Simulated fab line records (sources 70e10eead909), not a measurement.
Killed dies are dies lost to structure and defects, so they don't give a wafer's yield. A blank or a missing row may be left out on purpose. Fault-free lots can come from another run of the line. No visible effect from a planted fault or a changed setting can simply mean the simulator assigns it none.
Comparing a struck lot with a sound one | flow nand-harc | 14 out of 1159 route steps
Sound: wafers L409.1, L409.5, L409.6. Struck: wafer L422.5. (L422.1, L422.3 of the same lot were not struck and are left out.) The cause comes at the end.
Each step with rows lists, per side, the tool, then ch with its chambers, then its first start. Under that, the readings that differ: sound wafers | struck wafers | difference of the means | sigmas: that difference in standard deviations of wafers without a fault.
alike: words and numbers the same on both sides, and readings whose means are apart by under 2 such deviations; not compared: readings that were withheld, readings missing a value for some wafer, numbers with overlapping values and no deviation given by the record, and bounds like >300 which may hide the same value.
The two part at a step that has a row with sigmas, a row that says differs or no value, or rows on one side only. Non-overlapping numbers with no deviation appear without sigmas and do not part them. Lack of a reading on every wafer of one side parts them only where that side has two or more wafers.

NHARC_A_CONTACT_ETCH_137: etches the open film in C4F8/O2/Ar, time 132 s, target depth 1287 nm.
  sound on har-cap-etch-03 ch 0,1, day 17 14:52; struck on har-cap-etch-01 ch 1, day 20 16:50
  not compared: rf-hours-counter-h
then, 2 steps without rows for these wafers: NHARC_A_CONTACT_ETCH_138 (etches the open film in C4F8/O2/Ar, time 132 s, target depth 1289 nm); NHARC_A_CONTACT_ETCH_139 (etches the open film in C4F8/O2/Ar, time 137 s, target depth 590 nm).
NHARC_A_CONTACT_ETCH_92: etches the open film in CH3F/O2, target depth 40 nm, time 85.7 s.
  sound on rie-diel-08 ch 0,1,2, day 17 15:35; struck on rie-diel-08 ch 0, day 20 17:30
  reading               | sound             | struck | difference | sigmas
  oes-product-au (a.u.) | 0.985 0.997 0.982 | 0.921  | -0.067     | -3
  alike: drypump-motor-current-A, rf-vpp-V, showerhead-plenum-p-Torr, throttle-valve-pct
  not compared: rf-hours-counter-h
NHARC_A_CONTACT_ETCH_98: etches the open film in C4F6/O2, target depth 20 nm, time 10 s.
  sound on rie-diel-08 ch 2,3; struck on rie-diel-08 ch 3, day 20 17:38
  reading               | sound             | struck | difference | sigmas
  oes-product-au (a.u.) | 0.988 0.987 1.015 | 0.942  | -0.055     | -3
  alike: drypump-motor-current-A, rf-vpp-V, showerhead-plenum-p-Torr, throttle-valve-pct
  not compared: rf-hours-counter-h
NHARC_A_CONTACT_CD_MEAS_15:
  sound on cd-sem-01, day 17 15:45; struck on cd-sem-02, day 20 17:44
  alike: cd-nm
then, 4 steps without rows for these wafers: NHARC_A_CONTACT_STRIP_107 (strips in N2/H2); NHARC_A_CONTACT_STRIP_108 (strips in CF4/CHF3); NHARC_A_CONTACT_STRIP_109 (strips in O2/COS); NHARC_A_CONTACT_ETCH_110 (etches the open film in CF4/O2, target depth 50 nm, overetch 5 nm, time 27.5 s).
NHARC_A_CONTACT_STRIP_26: strips in O2.
  sound on rie-diel-08 ch 0,2,3; struck on rie-diel-08 ch 1
  alike: drypump-motor-current-A, oes-product-au, rf-vpp-V, showerhead-plenum-p-Torr, throttle-valve-pct
  not compared: rf-hours-counter-h
then, 1 step without rows for these wafers: NHARC_A_CONTACT_STRIP_27 (strips in post etch residue remover, time 600 s).
NHARC_A_CONTACT_ALD_18: deposits TiN, target thk 3 nm, pulse time 1 s, ald cycles 150.
  sound on ald-metal-04 ch 1,2, day 17 16:47; struck on ald-metal-04 ch 3, day 20 18:45
  reading    | sound       | struck | difference | sigmas
  ald-cycles | 150 150 150 | 72     | -78        |
  alike: heater-power-outer-w, heater-power-w, precursor-pulse-height-rel
NHARC_A_CONTACT_CVD_19: deposits W, target thk 300 nm, time 802 s.
  sound on cvd-w-01 ch 0; struck on cvd-w-02 ch 0
  reading            | sound       | struck | difference | sigmas
  heater-power-w (W) | 452 460 470 | 621    | +160       | +2
  alike: heater-power-outer-w, throttle-valve-pct

## WHERE THEY PART
First at NHARC_A_CONTACT_ETCH_92; last, within this record, at NHARC_A_CONTACT_CVD_19.

WHY: what the simulator had put in
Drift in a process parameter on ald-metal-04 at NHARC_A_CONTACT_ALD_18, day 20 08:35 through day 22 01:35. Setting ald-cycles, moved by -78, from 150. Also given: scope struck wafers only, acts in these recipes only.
